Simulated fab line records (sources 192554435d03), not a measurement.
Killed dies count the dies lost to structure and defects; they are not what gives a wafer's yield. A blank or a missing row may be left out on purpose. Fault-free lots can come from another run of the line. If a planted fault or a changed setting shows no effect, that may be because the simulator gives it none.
fab line records ; flow n5Finfet
[record] lots = 7; wafers = 39
route steps=1938 shown WELL_APT@48 FIN_SAQP@108 DUMMY_GATE@250 HKMG_FIN@386 MOL_CONTACT_COAG@588
startH: hours from the record's first day to the start of the lot's first wafer shown ; waitH: hours from the lot's prior step to this one ; " same as the row above ; L1.1+2: one row covering several wafers at once ; - value missing, or start not given ; * or withheld: withheld ; < > ~ a bound
route shown NAME@n: NAME is a module with steps in the file, n the number in the route of the first one ; usual: the fault-free wafers' mean and standard deviation ; same: alike in all rows ; chamber/n: place in a boat ; sites: per-site readings ; _std_site: their standard deviation ; _edge_site: outer sites' mean less inner sites' ; radiusMm: for every site, how far away it sits from the centre of the wafer ; mask NAME#n: copy n ; behind: tool/chamber where the wafer was last shaped ; hold: cause of the lot's hold/its duration in hours/its outcome ; device: which transistor (n, p or np) failed to switch ; end of line: the tests these same wafers got at the end of their route ; step lacking rows: just its recipe ; killed: count of dies lost to structure and defects at first sort (not the wafer's yield) ; map: per-die view of a wafer (x killed, . not killed, _ where there is no die)
set.NAME: the setting that was run; set.NAME@STEP: the one run at that earlier step ; model.NAME: the simulator's own value behind a step, which no gauge read
lots run with intentionally changed settings; tables by step, rows by wafer
[[steps]]
[step N5_WELL_APT_IMPLANT_32]
[recipe] species = BF2; energyKev = 50; doseCm2 = 2e+13; tiltDeg = 0; rotationDeg = 0
lot.wafer;tool;chamber;startH;waitH;set.energyKev;model.implant.rpNm;model.implant.drpNm
L080.1+4+6;implanter-01;0;51.90;0.1;44;34.36;16.95
L080.2+3+5;implanter-01;0;51.90;0.1;50;38.9;18.55
L082.1+3+4;implanter-01;0;63.29;0.1;50;37.12;18.55
L082.2+5+6;implanter-01;0;63.29;0.1;42.13;31.65;16.45
L086.3+5+6;implanter-01;0;87.42;0.1;50;37.37;18.55
L089.1+4+5;implanter-01;0;105.52;0.1;53.9;40.05;19.59
L089.2+3+6;implanter-01;0;105.52;0.1;50;37.18;18.55
L091.1+2+5;implanter-01;0;117.26;0.1;45.79;33.91;17.43
L091.3+4+6;implanter-01;0;117.26;0.1;50;36.98;18.55
L096.1+4+6;implanter-02;0;147.48;0.1;52.04;39.44;19.1
L096.2+3+5;implanter-02;0;147.48;0.1;50;37.91;18.55
L097.1+5+6;implanter-01;0;154.16;0.1;57.86;43.92;20.64
L097.2+3+4;implanter-01;0;154.16;0.1;50;38;18.55
[step N5_FIN_SAQP_EXPOSE_13]
[recipe] maskId = FIN_CORE; na = 1.35; sourceShape = dipole; sigmaInner = 0.538; sigmaOuter = 0.738; polarization = te; targetCdNm = 35.6; doseMj = 63.25
lot.wafer;tool;chamber;startH;waitH;mask;set.doseMj
L080.1+2+3+4+5+6;arfiScanner-03;0;58.94;-;FIN_CORE#0;63.25
L082.1+2+3+4+5+6;arfiScanner-02;0;69.69;-;FIN_CORE#0;63.25
L086.3+5+6;arfiScanner-02;0;95.56;-;FIN_CORE#0;63.25
L089.1+2+3+4+5+6;arfiScanner-03;0;111.83;-;FIN_CORE#0;63.25
L091.1+4+5;arfiScanner-01;0;123.45;-;FIN_CORE#0;66.28
L091.2+3+6;arfiScanner-01;0;123.45;-;FIN_CORE#0;63.25
L096.1+2+3+4+5+6;arfiScanner-03;0;154.27;-;FIN_CORE#0;63.25
L097.1+3+5;arfiScanner-02;0;161.23;-;FIN_CORE#0;63.25
L097.2+4+6;arfiScanner-02;0;161.23;-;FIN_CORE#0;59.92
[step N5_FIN_SAQP_PEB_14]
[recipe] pebTempC = withheld; pebTimeS = 60; resist = CAR-ArF
[step N5_FIN_SAQP_DEVELOP_15]
[recipe] developTimeS = 30; developer = TMAH; resist = CAR-ArF; devTempC = 23; rinseLiquid = diw; dry = airSpin
[step N5_FIN_SAQP_CD_MEAS_16]
[recipe] targetCdNm = 35.6; landingEnergyEv = 500; detector = seInlens
[usual] cdNm = 35.7/0.32
lot.wafer;tool;chamber;startH;waitH;set.doseMj@FIN_SAQP_EXPOSE_13;cdNm
L080.1;cdSem-03;0;59.07;-;63.25;35.3
L080.2;cdSem-03;0;59.07;-;63.25;35.2
L080.3;cdSem-03;0;59.07;-;63.25;35.5
L080.4;cdSem-03;0;59.07;-;63.25;35.8
L080.5;cdSem-03;0;59.07;-;63.25;35.7
L080.6;cdSem-03;0;59.07;-;63.25;35.6
L082.1;cdSem-02;0;69.82;-;63.25;35.7
L082.2;cdSem-02;0;69.82;-;63.25;35.8
L082.3;cdSem-02;0;69.82;-;63.25;36.1
L082.4;cdSem-02;0;69.82;-;63.25;35.7
L082.5;cdSem-02;0;69.82;-;63.25;35.6
L082.6;cdSem-02;0;69.82;-;63.25;35.8
L086.3;cdSem-03;0;95.68;-;63.25;35.6
L086.5;cdSem-03;0;95.68;-;63.25;35.4
L086.6;cdSem-03;0;95.68;-;63.25;35.9
L089.1;cdSem-03;0;111.95;-;63.25;35.1
L089.2;cdSem-03;0;111.95;-;63.25;35.2
L089.3;cdSem-03;0;111.95;-;63.25;35.3
L089.4;cdSem-03;0;111.95;-;63.25;35.4
L089.5;cdSem-03;0;111.95;-;63.25;35.7
L089.6;cdSem-03;0;111.95;-;63.25;35.4
L091.1;cdSem-02;0;123.58;-;66.28;34.6
L091.2;cdSem-02;0;123.58;-;63.25;35.7
L091.3;cdSem-02;0;123.58;-;63.25;35.2
L091.4;cdSem-02;0;123.58;-;66.28;34.2
L091.5;cdSem-02;0;123.58;-;66.28;34.4
L091.6;cdSem-02;0;123.58;-;63.25;36.0
L096.1;cdSem-01;0;154.40;-;63.25;35.8
L096.2;cdSem-01;0;154.40;-;63.25;35.3
L096.3;cdSem-01;0;154.40;-;63.25;35.5
L096.4;cdSem-01;0;154.40;-;63.25;35.7
L096.5;cdSem-01;0;154.40;-;63.25;35.3
L096.6;cdSem-01;0;154.40;-;63.25;35.7
L097.1;cdSem-02;0;161.36;-;63.25;35.5
L097.2;cdSem-02;0;161.36;-;59.92;37.1
L097.3;cdSem-02;0;161.36;-;63.25;35.8
L097.4;cdSem-02;0;161.36;-;59.92;37.2
L097.5;cdSem-02;0;161.36;-;63.25;36.0
L097.6;cdSem-02;0;161.36;-;59.92;37.3
[step N5_DUMMY_GATE_ETCH_42]
[recipe] chemistry = CHF3/O2; target = SiO2; targetDepthA = 35; timeS = 31; ionEnergyEv = 30; biasW = 12; pressureMtorr = 30; sourceW = 600; Ar_flow_sccm = 200; CHF3_flow_sccm = 50; O2_flow_sccm = 5
[usual] rfVppV = 42.7/0.85
lot.wafer;tool;chamber;startH;waitH;set.biasW;rfVppV
L080.1;rieDiel-06;3;85.14;0.1;9.885;35.4
L080.2;rieDiel-06;1;85.14;0.1;12;43.4
L080.3;rieDiel-06;0;85.14;0.1;9.885;36.4
L080.4;rieDiel-06;2;85.14;0.1;12;42.0
L080.5;rieDiel-06;0;85.14;0.1;12;41.2
L080.6;rieDiel-06;1;85.14;0.1;9.885;37.0
L082.1;rieDiel-06;1;95.92;0.1;10.65;40.3
L082.2;rieDiel-06;2;95.92;0.1;10.65;40.3
L082.3;rieDiel-06;0;95.92;0.1;12;43.7
L082.4;rieDiel-06;2;95.92;0.1;12;41.5
L082.5;rieDiel-06;1;95.92;0.1;10.65;39.5
L082.6;rieDiel-06;0;95.92;0.1;12;44.6
L086.3;rieDiel-06;0;120.40;0.0;12;43.1
L086.5;rieDiel-06;0;120.40;0.0;12;42.1
L086.6;rieDiel-06;1;120.40;0.0;12;43.5
L089.1;rieDiel-06;1;136.53;0.1;12;43.3
L089.2;rieDiel-06;0;136.53;0.1;12;43.2
L089.3;rieDiel-06;3;136.53;0.1;12;41.7
L089.4;rieDiel-06;2;136.53;0.1;12;41.9
L089.5;rieDiel-06;0;136.53;0.1;12;42.1
L089.6;rieDiel-06;1;136.53;0.1;12;43.8
L096.1;rieDiel-05;2;179.88;0.1;12;42.8
L096.2;rieDiel-05;1;179.88;0.1;12;42.2
L096.3;rieDiel-05;0;179.88;0.1;12;43.9
L096.4;rieDiel-05;0;179.88;0.1;12;43.5
L096.5;rieDiel-05;1;179.88;0.1;12;42.9
L096.6;rieDiel-05;2;179.88;0.1;12;41.4
L097.1;rieDiel-06;2;186.86;0.3;12.76;41.9
L097.2;rieDiel-06;0;186.86;0.3;12;41.7
L097.3;rieDiel-06;3;186.86;0.3;12;40.6
L097.4;rieDiel-06;1;186.86;0.3;12.76;44.9
L097.5;rieDiel-06;2;186.86;0.3;12;42.8
L097.6;rieDiel-06;1;186.86;0.3;12.76;45.9
L091.1;rieDiel-03;1;188.68;0.1;10.69;38.0
L091.2;rieDiel-03;0;188.68;0.1;12;43.6
L091.3;rieDiel-03;3;188.68;0.1;10.69;39.2
L091.4;rieDiel-03;2;188.68;0.1;10.69;39.6
L091.5;rieDiel-03;2;188.68;0.1;12;42.8
L091.6;rieDiel-03;3;188.68;0.1;12;41.3
[step N5_HKMG_FIN_HK_ALD_01]
[recipe] material = HfO2; targetThkA = 16; tempC = withheld; aldPrecursorFamily = HfCl4; aldCoReactant = H2O; pulseTimeS = 3; purgeTimeS = 3; coReactantPurgeTimeS = 2.5; coReactantPulseTimeS = 0.3; aldCycles = 30
lot.wafer;tool;chamber;startH;waitH;set.aldCycles
L080.1+2+3+4+5+6;aldHk-03;1,0,3,2,3,2;109.39;0.0;30
L082.1+4+5;aldHk-03;3,0,3;119.61;0.0;30
L082.2+3+6;aldHk-03;2,1,2;119.61;0.0;26
L086.3+5+6;aldHk-03;2,1,2;145.04;0.0;30
L089.1+2+3+4+5+6;aldHk-03;2,1,3,0,3,0;161.34;0.0;30
L096.1+2+5;aldHk-01;2,3,3;205.25;0.0;30
L096.3+4+6;aldHk-01;1,0,2;205.25;0.0;26
L097.1+2+4;aldHk-02;0,2,3;209.20;0.0;30
L097.3+5+6;aldHk-02;1,3,0;209.20;0.0;32
L091.1+2+3;aldHk-03;1,3,0;211.95;0.0;30
L091.4+5+6;aldHk-03;2,2,3;211.95;0.0;28
[step N5_HKMG_FIN_HK_ANNEAL_02]
[recipe] tempC = 700; timeS = 30; ambient = N2; idleTempC = 600; rampUpCPerS = 150; rampDownCPerS = 60; coolToC = 600
[step N5_HKMG_FIN_ALD_74]
[recipe] material = La2O3; targetThkA = 5; tempC = 250; aldPrecursorFamily = La-Cp; aldCoReactant = O3; pulseTimeS = 6; coReactantPulseTimeS = 1; purgeTimeS = 3; coReactantPurgeTimeS = 3
[step N5_HKMG_FIN_WET_ETCH_82]
[recipe] chemistry = dHCl; mix = 1:10000; tempC = 25; target = La2O3; stopOn = HfO2; targetDepthNm = 2; dry = ipaMarangoni; rinseTimeS = 30; rinseTempC = 23
[step N5_HKMG_FIN_ALD_36]
[recipe] material = TiN; targetThkA = 10; tempC = 400; aldPrecursorFamily = TiCl4; aldCoReactant = NH3; pulseTimeS = 1; purgeTimeS = 3; coReactantPurgeTimeS = 2; coReactantPulseTimeS = 2; aldCycles = 47; pressureTorr = 3
[step N5_HKMG_FIN_THK_MEAS_70]
[recipe] thkMeasGauge = xrf; reads = HfO2_of_HKMG_FIN_HK_ALD_01
[usual] HK_THK = 1.582/0.017
lot.wafer;tool;chamber;startH;waitH;set.aldCycles@HKMG_FIN_HK_ALD_01;HK_THK[nm]
L080.1;filmMetro-01;-;112.82;0.2;30;1.586
L080.2;filmMetro-01;-;112.82;0.2;30;1.571
L080.3;filmMetro-01;-;112.82;0.2;30;1.545
L080.4;filmMetro-01;-;112.82;0.2;30;1.549
L080.5;filmMetro-01;-;112.82;0.2;30;1.572
L080.6;filmMetro-01;-;112.82;0.2;30;1.558
L082.1;filmMetro-02;-;123.13;0.2;30;1.614
L082.2;filmMetro-02;-;123.13;0.2;26;1.387
L082.3;filmMetro-02;-;123.13;0.2;26;1.389
L082.4;filmMetro-02;-;123.13;0.2;30;1.591
L082.5;filmMetro-02;-;123.13;0.2;30;1.596
L082.6;filmMetro-02;-;123.13;0.2;26;1.359
L086.3;filmMetro-01;-;148.96;0.2;30;1.564
L086.5;filmMetro-01;-;148.96;0.2;30;1.589
L086.6;filmMetro-01;-;148.96;0.2;30;1.574
L089.1;filmMetro-01;-;164.96;0.2;30;1.568
L089.2;filmMetro-01;-;164.96;0.2;30;1.590
L089.3;filmMetro-01;-;164.96;0.2;30;1.573
L089.4;filmMetro-01;-;164.96;0.2;30;1.590
L089.5;filmMetro-01;-;164.96;0.2;30;1.580
L089.6;filmMetro-01;-;164.96;0.2;30;1.583
L096.1;filmMetro-01;-;208.65;0.2;30;1.559
L096.2;filmMetro-01;-;208.65;0.2;30;1.586
L096.3;filmMetro-01;-;208.65;0.2;26;1.383
L096.4;filmMetro-01;-;208.65;0.2;26;1.377
L096.5;filmMetro-01;-;208.65;0.2;30;1.573
L096.6;filmMetro-01;-;208.65;0.2;26;1.352
L097.1;filmMetro-02;-;212.83;0.2;30;1.557
L097.2;filmMetro-02;-;212.83;0.2;30;1.576
L097.3;filmMetro-02;-;212.83;0.2;32;1.681
L097.4;filmMetro-02;-;212.83;0.2;30;1.568
L097.5;filmMetro-02;-;212.83;0.2;32;1.711
L097.6;filmMetro-02;-;212.83;0.2;32;1.678
L091.1;filmMetro-01;-;215.35;0.2;30;1.578
L091.2;filmMetro-01;-;215.35;0.2;30;1.554
L091.3;filmMetro-01;-;215.35;0.2;30;1.590
L091.4;filmMetro-01;-;215.35;0.2;28;1.452
L091.5;filmMetro-01;-;215.35;0.2;28;1.451
L091.6;filmMetro-01;-;215.35;0.2;28;1.473
[step N5_MOL_CONTACT_COAG_ETCH_47]
[recipe] chemistry = CH3F/O2; target = SiNx; targetDepthA = 270; maskMaterial = SiO2; stopOn = W; overEtchFrac = 0.2; ionEnergyEv = 120; endpoint = OES-CN; pressureMtorr = 30; sourceW = 395; biasW = 73; Ar_flow_sccm = 150; CH3F_flow_sccm = 30; O2_flow_sccm = 20; ends = endPoint
lot.wafer;tool;chamber;startH;waitH;set.overEtchFrac;model.etch.overEtchS
L080.1;rieDiel-01;2;137.29;0.0;0.2;5.285
L080.2;rieDiel-01;3;137.29;0.0;0.2;5.276
L080.3;rieDiel-01;0;137.29;0.0;0.2;5.31
L080.4;rieDiel-01;1;137.29;0.0;0.2;5.073
L080.5;rieDiel-01;3;137.29;0.0;0.2;5.304
L080.6;rieDiel-01;0;137.29;0.0;0.2;5.29
L082.1;rieDiel-02;2;146.23;0.0;0.2;5.235
L082.2;rieDiel-02;1;146.23;0.0;0.1933;5.006
L082.3;rieDiel-02;3;146.23;0.0;0.1933;5.056
L082.4;rieDiel-02;0;146.23;0.0;0.1933;5.083
L082.5;rieDiel-02;3;146.23;0.0;0.2;5.262
L082.6;rieDiel-02;0;146.23;0.0;0.2;5.343
L086.3+6;rieDiel-04;3,1;173.27;0.0;0.2;5.114
L086.5;rieDiel-04;2;173.27;0.0;0.2;5.136
L089.1;rieDiel-04;1;188.72;0.0;0.2137;5.39
L089.2;rieDiel-04;2;188.72;0.0;0.2;5.212
L089.3;rieDiel-04;0;188.72;0.0;0.2;5.203
L089.4;rieDiel-04;1;188.72;0.0;0.2137;5.504
L089.5;rieDiel-04;0;188.72;0.0;0.2;5.201
L089.6;rieDiel-04;2;188.72;0.0;0.2137;5.629
L096.1;rieDiel-02;1;233.58;0.0;0.2;5.258
L096.2;rieDiel-02;0;233.58;0.0;0.2;5.253
L096.3;rieDiel-02;2;233.58;0.0;0.2;5.213
L096.4;rieDiel-02;3;233.58;0.0;0.2089;5.432
L096.5;rieDiel-02;0;233.58;0.0;0.2089;5.512
L096.6;rieDiel-02;1;233.58;0.0;0.2089;5.454
L097.1;rieDiel-02;3;237.41;0.0;0.2066;5.402
L097.2;rieDiel-02;0;237.41;0.0;0.2;5.229
L097.3;rieDiel-02;1;237.41;0.0;0.2;5.159
L097.4;rieDiel-02;2;237.41;0.0;0.2;5.162
L097.5;rieDiel-02;3;237.41;0.0;0.2066;5.448
L097.6;rieDiel-02;0;237.41;0.0;0.2066;5.473
L091.1;rieDiel-01;2;238.43;0.0;0.1935;5.194
L091.2;rieDiel-01;3;238.43;0.0;0.1935;5.092
L091.3;rieDiel-01;0;238.43;0.0;0.2;5.383
L091.4;rieDiel-01;1;238.43;0.0;0.2;5.168
L091.5;rieDiel-01;3;238.43;0.0;0.2;5.331
L091.6;rieDiel-01;0;238.43;0.0;0.1935;5.207
[[key]]
[split] step = N5_WELL_APT_IMPLANT_32; setting = energyKev; stated = 50; by = wafer
[response] step = N5_WELL_APT_IMPLANT_32; reading = model.implant.rpNm; change = +0.366; per = 1%; r = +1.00
[response] step = N5_WELL_APT_IMPLANT_32; reading = model.implant.drpNm; change = +0.133; per = 1%; r = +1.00
[split] step = N5_FIN_SAQP_EXPOSE_13; setting = doseMj; stated = 63.25; by = wafer
[response] step = N5_FIN_SAQP_CD_MEAS_16; reading = cdNm; change = -0.263; per = 1%; r = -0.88
[split] step = N5_DUMMY_GATE_ETCH_42; setting = biasW; stated = 12; by = wafer
[response] step = N5_DUMMY_GATE_ETCH_42; reading = rfVppV; change = +0.33; per = 1%; r = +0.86
[split] step = N5_HKMG_FIN_HK_ALD_01; setting = aldCycles; stated = 30; by = wafer
[response] step = N5_HKMG_FIN_THK_MEAS_70; reading = HK_THK; change = +0.0163; per = 1%; r = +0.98
[split] step = N5_MOL_CONTACT_COAG_ETCH_47; setting = overEtchFrac; stated = 0.2; by = wafer
[response] step = N5_MOL_CONTACT_COAG_ETCH_47; reading = model.etch.overEtchS; change = +0.0515; per = 1%; r = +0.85
